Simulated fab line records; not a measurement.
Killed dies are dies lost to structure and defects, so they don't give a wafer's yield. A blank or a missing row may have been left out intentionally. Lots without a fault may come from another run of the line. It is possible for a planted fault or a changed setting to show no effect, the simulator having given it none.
The tool behind it: which one? ; flow nand-harc ; 11 lots with 33 wafers sampled at 5 steps, on a route of 1159 steps

WHAT EACH GAUGE READ, for each wafer
NHARC_END_SORT_01. Usual: killed-at-array 29, standard deviation 13; killed-at-other 0.7, standard deviation 1; killed-at-periphery 3.2, standard deviation 2.3; killed-dies 33, standard deviation 13; killed-open 3.3, standard deviation 1.7; killed-short 2.0, standard deviation 1.5.
lot;measured;on;killed-at-array;killed-at-other;killed-at-periphery;killed-dies;killed-open;killed-short;flag
L556;day 20 00:19;prober-01;438 18 563;0 1 0;2 2 1;440 21 564;2 2 3;2 3 2;OFF
L558;day 21 00:59;prober-02;408 25 456;0 0 0;3 1 1;411 26 457;2 4 2;1 2 1;OFF

TOOL THAT RAN EACH LOT (tool first, then ch and the chambers of the sampled wafers, then the start)
lot;NHARC_A_STAIRCASE_TRIM_187;NHARC_A_STAIRCASE_TRIM_189;NHARC_A_STAIRCASE_ETCH_194;NHARC_A_STAIRCASE_ETCH_201
L554;rie-diel-01 ch 0,1,2, day 11 00:30;rie-diel-01 ch 1,3, day 11 02:13 or earlier;rie-diel-01 ch 0,1,2, day 11 02:13 or earlier;rie-diel-08 ch 0,1,2, day 11 02:13
L557;rie-diel-01 ch 1,2,3, day 11 13:33;rie-diel-01 ch 1,2,3, day 11 15:32 or earlier;rie-diel-01 ch 1,2,3, day 11 15:32 or earlier;rie-diel-08 ch 0,2,3, day 11 15:32
L556;rie-diel-01 ch 0,2,3, day 11 13:47;rie-diel-01 ch 0,3, day 11 15:37 or earlier;rie-diel-01 ch 0,1,3, day 11 15:37 or earlier;rie-diel-08 ch 1,2,3, day 11 15:37
L558;rie-diel-08 ch 1,2, day 12 06:55;rie-diel-08 ch 0,1, day 12 08:51 or earlier;rie-diel-08 ch 1,2, day 12 08:51 or earlier;rie-diel-08 ch 0,3, day 12 08:51
L571;rie-diel-09 ch 1,2,3, day 15 03:02;rie-diel-09 ch 1,2, day 15 05:05 or earlier;rie-diel-09 ch 1,2, day 15 05:05 or earlier;rie-diel-08 ch 0,1,2, day 15 05:05
L572;rie-diel-08 ch 0,2,3, day 15 13:35;rie-diel-08 ch 0,1,2, day 15 17:44 or earlier;rie-diel-08 ch 0,2,3, day 15 17:44 or earlier;rie-diel-01 ch 0,2,3, day 15 17:44
L573;rie-diel-01 ch 0,3, day 15 20:12;rie-diel-01 ch 1,3, day 15 21:53 or earlier;rie-diel-01 ch 2,3, day 15 21:53 or earlier;rie-diel-01 ch 0,2,3, day 15 21:53
L576;rie-diel-09 ch 2,3, day 16 04:22;rie-diel-09 ch 1,2,3, day 16 06:24 or earlier;rie-diel-09 ch 1,2, day 16 06:24 or earlier;rie-diel-01 ch 1,2,3, day 16 06:24
L574;rie-diel-08 ch 1,2,3, day 16 04:46;rie-diel-08 ch 0,2,3, day 16 06:52 or earlier;rie-diel-08 ch 0,2, day 16 06:52 or earlier;rie-diel-01 ch 1,2, day 16 06:52
L575;rie-diel-08 ch 0,2,3, day 16 09:06;rie-diel-08 ch 0,2,3, day 16 10:51 or earlier;rie-diel-08 ch 0,1,2, day 16 10:51 or earlier;rie-diel-08 ch 0,1, day 16 10:51
L577;rie-diel-08 ch 1,2, day 17 04:10;rie-diel-08 ch 1,2, day 17 07:14 or earlier;rie-diel-08 ch 0,1,2, day 17 07:14 or earlier;rie-diel-01 ch 0,1,2, day 17 07:14
- NHARC_A_STAIRCASE_TRIM_187: chemistry O2, time 211.2 s.
- NHARC_A_STAIRCASE_TRIM_189: chemistry O2, time 211.2 s.
- NHARC_A_STAIRCASE_ETCH_194: etches the open film in C4F8/O2, target depth 100 nm, time 40.5 s.
- NHARC_A_STAIRCASE_ETCH_201: etches the open film in C4F8/O2, target depth 100 nm, time 40.5 s.

AS READ BY THE TOOLS THEMSELVES (means over the sampled wafers that have a number; for cases with no such wafer, the mark the record gives instead)
NHARC_A_STAIRCASE_TRIM_187. Usual: chamber-pressure-mTorr 60.00 mTorr, standard deviation 0.054; drypump-motor-current-A 5.56 A, standard deviation 0.27; oes-product-au 0.995 a.u., standard deviation 0.01; rf-vpp-V 57.8 V, standard deviation 0.87; showerhead-plenum-p-Torr 3.50 Torr, standard deviation 0.14; throttle-valve-pct 17.037 %, standard deviation 0.0091.
lot;tool;chamber-pressure-mTorr (mTorr);drypump-motor-current-A (A);oes-product-au (a.u.);rf-vpp-V (V);showerhead-plenum-p-Torr (Torr);throttle-valve-pct (%);flag
L554;rie-diel-01;59.98;5.60;0.999;57.8;3.65;17.040;
L557;rie-diel-01;59.97;5.46;1.006;59.5;3.69;17.035;
L556;rie-diel-01;59.99;5.41;1.005;57.6;3.61;17.032;
L558;rie-diel-08;60.02;5.48;0.992;58.6;3.54;17.035;
L571;rie-diel-09;60.00;5.75;0.997;57.8;3.50;17.038;
L572;rie-diel-08;60.02;5.69;0.994;57.8;3.43;17.044;
L573;rie-diel-01;60.00;5.35;1.007;58.2;3.55;17.035;
L576;rie-diel-09;60.05;5.77;0.995;57.8;3.44;17.042;
L574;rie-diel-08;60.01;5.60;0.997;57.1;3.46;17.041;
L575;rie-diel-08;60.05;5.70;0.997;57.3;3.42;17.036;
L577;rie-diel-08;59.99;5.47;0.997;58.1;3.52;17.041;

NHARC_A_STAIRCASE_TRIM_189. Usual: chamber-pressure-mTorr 59.99 mTorr, standard deviation 0.055; drypump-motor-current-A 5.57 A, standard deviation 0.26; oes-product-au 0.996 a.u., standard deviation 0.011; rf-vpp-V 57.8 V, standard deviation 0.99; showerhead-plenum-p-Torr 3.51 Torr, standard deviation 0.14; throttle-valve-pct 17.037 %, standard deviation 0.0092.
lot;tool;chamber-pressure-mTorr (mTorr);drypump-motor-current-A (A);oes-product-au (a.u.);rf-vpp-V (V);showerhead-plenum-p-Torr (Torr);throttle-valve-pct (%);flag
L554;rie-diel-01;60.03;5.42;1.000;58.4;3.75;17.037;
L557;rie-diel-01;59.97;5.45;1.002;58.3;3.69;17.032;
L556;rie-diel-01;60.00;5.34;1.000;58.6;3.58;17.041;
L558;rie-diel-08;59.99;5.58;0.994;57.4;3.44;17.046;
L571;rie-diel-09;59.93;5.60;0.998;57.4;3.47;17.040;
L572;rie-diel-08;59.99;5.61;0.988;57.4;3.48;17.034;
L573;rie-diel-01;60.05;5.23;1.007;58.4;3.68;17.038;
L576;rie-diel-09;60.02;5.78;0.996;58.4;3.49;17.044;
L574;rie-diel-08;59.99;5.71;1.002;57.7;3.42;17.028;
L575;rie-diel-08;59.96;5.70;0.989;58.0;3.42;17.041;
L577;rie-diel-08;60.03;5.53;0.998;57.6;3.57;17.030;

NHARC_A_STAIRCASE_ETCH_194. Usual: chamber-pressure-mTorr 24.997 mTorr, standard deviation 0.024; oes-product-au 0.938 a.u., standard deviation 0.013; rf-vpp-V 895 V, standard deviation 5.1; run-length-s 61.7 s, standard deviation 0.5.
lot;tool;chamber-pressure-mTorr (mTorr);oes-product-au (a.u.);rf-vpp-V (V);run-length-s (s);flag
L554;rie-diel-01;24.983;0.946;899;61.7;
L557;rie-diel-01;25.017;0.947;902;61.4;
L556;rie-diel-01;25.012;0.952;900;61.9;
L558;rie-diel-08;25.000;0.947;896;62.1;
L571;rie-diel-09;25.016;0.939;893;61.6;
L572;rie-diel-08;24.979;0.928;892;61.5;
L573;rie-diel-01;24.988;0.937;899;61.5;
L576;rie-diel-09;24.979;0.939;892;61.7;
L574;rie-diel-08;24.999;0.938;897;61.9;
L575;rie-diel-08;25.021;0.952;893;61.7;
L577;rie-diel-08;25.017;0.938;894;61.8;

NHARC_A_STAIRCASE_ETCH_201. Usual: chamber-pressure-mTorr 24.999 mTorr, standard deviation 0.022; oes-product-au 0.939 a.u., standard deviation 0.012; rf-vpp-V 895 V, standard deviation 5.2; run-length-s 61.7 s, standard deviation 0.54.
lot;tool;chamber-pressure-mTorr (mTorr);oes-product-au (a.u.);rf-vpp-V (V);run-length-s (s);flag
L554;rie-diel-08;24.995;0.954;895;61.6;
L557;rie-diel-08;24.983;0.937;892;61.5;
L556;rie-diel-08;25.003;0.943;895;69.0;OFF
L558;rie-diel-08;25.017;0.921;889;68.6;OFF
L571;rie-diel-08;24.980;0.940;893;61.5;
L572;rie-diel-01;24.998;0.939;898;62.0;
L573;rie-diel-01;24.986;0.943;898;61.8;
L576;rie-diel-01;25.011;0.948;902;61.4;
L574;rie-diel-01;24.976;0.946;901;61.7;
L575;rie-diel-08;25.004;0.935;892;61.5;
L577;rie-diel-01;25.013;0.950;900;62.0;

THE ANSWER, worked out from the rows above alone
Rule: a lot counts as off when the mean over its wafers that have a number is more than 3 standard deviations away from the usual mean. A lot without any number at a reading at which 4 lots or more have one is off too. The other lots that the step has rows for count as sound. First the gauges in route order, then the tools' own readings, where a lot's mean is used as printed above. The first step at which some lot is off is used, and at that step the reading that is off furthest; a lot without a number counts as furthest.
Off: L556, L558 (NHARC_END_SORT_01, killed-at-array). Neither off nor sound, because the step has no rows for them: L554, L557, L571, L572, L573, L576, L574, L575, L577.
A tool fits if, at a process step before that reading, it ran every lot that is off, and no sound lot after the first of them. Not tried: the gauges at NHARC_END_SORT_01; whatever is off there is also off at NHARC_A_STAIRCASE_ETCH_201, on other tools, and gauge error can't account for it. Because NHARC_A_STAIRCASE_TRIM_189 lacks a start for some lots, the hours and order of its lots are taken from NHARC_A_STAIRCASE_ETCH_201. Because NHARC_A_STAIRCASE_ETCH_194 lacks a start for some lots, the hours and order of its lots are taken from NHARC_A_STAIRCASE_ETCH_201. One fits: rie-diel-08 at NHARC_A_STAIRCASE_ETCH_201. It ran no sound lot before its first lot that is off in this sample, so the start can't be narrowed down.

WHAT THE SIMULATOR PUT IN
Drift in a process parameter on rie-diel-08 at NHARC_A_STAIRCASE_ETCH_201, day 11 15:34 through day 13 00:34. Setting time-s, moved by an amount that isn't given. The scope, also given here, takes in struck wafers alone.
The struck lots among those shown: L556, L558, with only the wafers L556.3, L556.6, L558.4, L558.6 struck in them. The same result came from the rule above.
